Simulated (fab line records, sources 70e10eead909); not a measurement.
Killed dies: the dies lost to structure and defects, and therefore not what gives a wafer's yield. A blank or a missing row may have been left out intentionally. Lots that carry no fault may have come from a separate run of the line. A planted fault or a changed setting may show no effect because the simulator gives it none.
8D (eight disciplines) problem report, filled in by code | flow nand_harc | the parts of the form that need people (team, actions taken, sign-off) are left out

## 1. WHAT IS WRONG
Wafers without a fault read 999 nm, standard deviation 9.9; thk_nm at NHARC_A_ONON_D1_THK_MEAS_21 reads a mean of 909 nm on 3 wafers belonging to 3 lots. Relative to the usual mean, that is a shift of -9.1 standard deviations.
The step: measures by ellipsometry.
The first sign was on wafer L704.4 at day 10 01:55, on film_metro-02. Wafers with a number at this step in the record: 41, from 14 lots. The rule behind "out" and "out of limits": a value lying over 4 standard deviations away from the usual mean. Any other wafer with a number is counted as sound.

## 2. WHAT IT IS; WHAT IT IS NOT
question                    | is                     | is not
which readings at this step | thk_nm                 | -
which lots                  | L704, L705, L711       | L695, L696, L697, L698, L699, L700, L701, L713, L714, L716, L718
which wafers of those lots  | L704.4, L705.5, L711.5 | L704.3, L705.1, L705.2, L711.1, L711.3
read on which gauges        | film_metro-02          | film_metro-01
when                        | from day 10 01:55      | up to then (22 sound wafers); but 16 sound wafers of L705, L711, L713, L714, L716, L718 came after

## 3. WHAT RULES OUT EACH SUSPECT
Counting: any tool at a process step up to the reading remains a suspect provided it ran every lot that is out. Sound lots after the first of them don't rule it out here, since some wafers of a struck lot are sound.
- the gauge at NHARC_A_ONON_D1_THK_MEAS_21: kept. All the wafers that are out were read on film_metro-02, and no step on other tools shows them out.
- rtp_anneal-01 at NHARC_P_BONDPAD_ANNEAL_28 (time 90 s): kept. It ran every lot that is out, first L704 (day 8 16:18); its last sound lot up to then is L700 (day 7 16:44).
- pecvd_onon-04 at NHARC_A_ONON_D1_DEP_19 (target thk 1000 nm): kept. It ran every lot that is out, first L704 (day 10 01:32); its last sound lot up to then is L701 (day 9 03:30).
The count leaves rtp_anneal-01 at NHARC_P_BONDPAD_ANNEAL_28, pecvd_onon-04 at NHARC_A_ONON_D1_DEP_19, and film_metro-02 at NHARC_A_ONON_D1_THK_MEAS_21.

## 4. THE CAUSE (what the simulator had put in)
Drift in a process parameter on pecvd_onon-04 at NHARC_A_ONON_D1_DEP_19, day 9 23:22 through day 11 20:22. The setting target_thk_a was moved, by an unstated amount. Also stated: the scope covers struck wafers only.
This tool is one of the 3 suspects left after counting.

## 5. THE EFFECT CHAIN, in route order
Rows list readings where the struck wafers' mean (over those with a number) sits beyond 3 standard deviations from the usual. Readings are gone through only where the record gives a usual standard deviation; hours: the median, over the lots, of the time from a lot's start at the first step in this table giving one to that lot's start at this step; sigmas: the change measured in usual standard deviations.
hours | step                        | reading | usual  | on struck wafers | change | sigmas
0     | NHARC_A_ONON_D1_THK_MEAS_21 | thk_nm  | 999 nm | 909              | -90    | -9.1
Later measuring or inspecting steps at which every struck wafer that the step has a row for has a number for every such reading, and none has moved that far: NHARC_A_ONON_D1_THK_MEAS_30.

## 6. WHAT WOULD HAVE CAUGHT IT SOONER
The first out-of-limits reading at a measuring or inspecting step in this record came at day 10 01:55, 3 hours after the fault's start at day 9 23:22.
L705, L711, from the lots that are out (3), started NHARC_A_ONON_D1_DEP_19 on pecvd_onon-04 later than day 10 01:55. A hold on the tool at that time would have spared those 2.
